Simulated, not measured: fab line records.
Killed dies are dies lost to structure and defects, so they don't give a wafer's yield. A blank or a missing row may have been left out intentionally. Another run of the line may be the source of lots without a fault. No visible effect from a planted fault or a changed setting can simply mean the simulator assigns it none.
Comparing a struck lot with a sound one :: flow nand_harc :: 12 steps out of a route of 1302
Sound: the wafers L503.1, L503.4, L503.6. Struck: wafers L504.1, L504.2, L504.6. The cause is named last.
Per side, at each step with rows, come the tool, then ch with its chambers, and then its first start. Under that, the readings that differ: sound wafers :: struck wafers :: difference of the means :: sigmas: that difference in standard deviations of wafers without a fault.
alike: a reading whose means differ by less than 2 such deviations, as well as words and numbers matching on both sides. not compared: withheld readings; readings where some wafer has no value; bounds like >300 that might hide an equal value; numbers whose values overlap and for which the record gives no deviation.
A row with sigmas, a row that says differs or no value, or rows on one side alone: a step with any of these is where the two part. Numbers that don't overlap but have no deviation are shown without sigmas and don't part them. A reading missing from all wafers of one side parts the sides only when that side holds two or more wafers.

NHARC_A_SOURCE_PLATE_THK_MEAS_09: measures by ellipsometry.
  sound on film_metro-01 at day 12 04:31; struck on film_metro-01 at day 13 11:27
  alike: thk_nm
then, 3 steps without rows for these wafers: NHARC_A_SOURCE_PLATE_PVD_04 (deposits WSi2, target thk 50 nm); NHARC_A_SOURCE_PLATE_CVD_03 (deposits poly-Si, target thk 200 nm, time 4000 s); NHARC_A_SOURCE_PLATE_ANNEAL_05 (time 1800 s).
NHARC_A_SOURCE_PLATE_THK_MEAS_06: measures by ellipsometry.
  sound on film_metro-01 at day 12 20:11; struck on film_metro-01 at day 14 00:23
  alike: thk_nm
NHARC_A_SOURCE_PLATE_INSPECT_08:
  sound on defect_inspect-02 at day 12 20:16; struck on defect_inspect-01 at day 14 00:27
  alike: raw_defect_count
then NHARC_A_ONON_D1_DEP_00 (target thk 1000 nm), 1 step lacking rows for these wafers.
NHARC_A_ONON_D1_THK_MEAS_02: measures by ellipsometry.
  sound on film_metro-02 at day 12 20:50; struck on film_metro-01 at day 14 01:01
  alike: thk_nm
then NHARC_A_ONON_D1_DEP_03 (target thk 1000 nm), 1 step lacking rows for these wafers.
NHARC_A_ONON_D1_THK_MEAS_05: measures by ellipsometry.
  sound on film_metro-02 at day 12 21:24; struck on film_metro-01 at day 14 01:35
  alike: thk_nm
NHARC_A_ONON_D1_DEP_06: target thk 1000 nm.
  sound on pecvd_onon-04 ch 0, day 12 21:28; struck on pecvd_onon-02 ch 0, day 14 01:38
NHARC_A_ONON_D1_THK_MEAS_08: measures by ellipsometry.
  sound on film_metro-02 at day 12 21:58; struck on film_metro-02 at day 14 02:20
reading: thk_nm (nm)
sound: 1012 1012 1011
struck: 932 935 934
difference: -78
sigmas: -8
  not compared: hold

WHERE THEY PART
NHARC_A_ONON_D1_THK_MEAS_08 only, going by this record.

WHY: what the simulator had put in
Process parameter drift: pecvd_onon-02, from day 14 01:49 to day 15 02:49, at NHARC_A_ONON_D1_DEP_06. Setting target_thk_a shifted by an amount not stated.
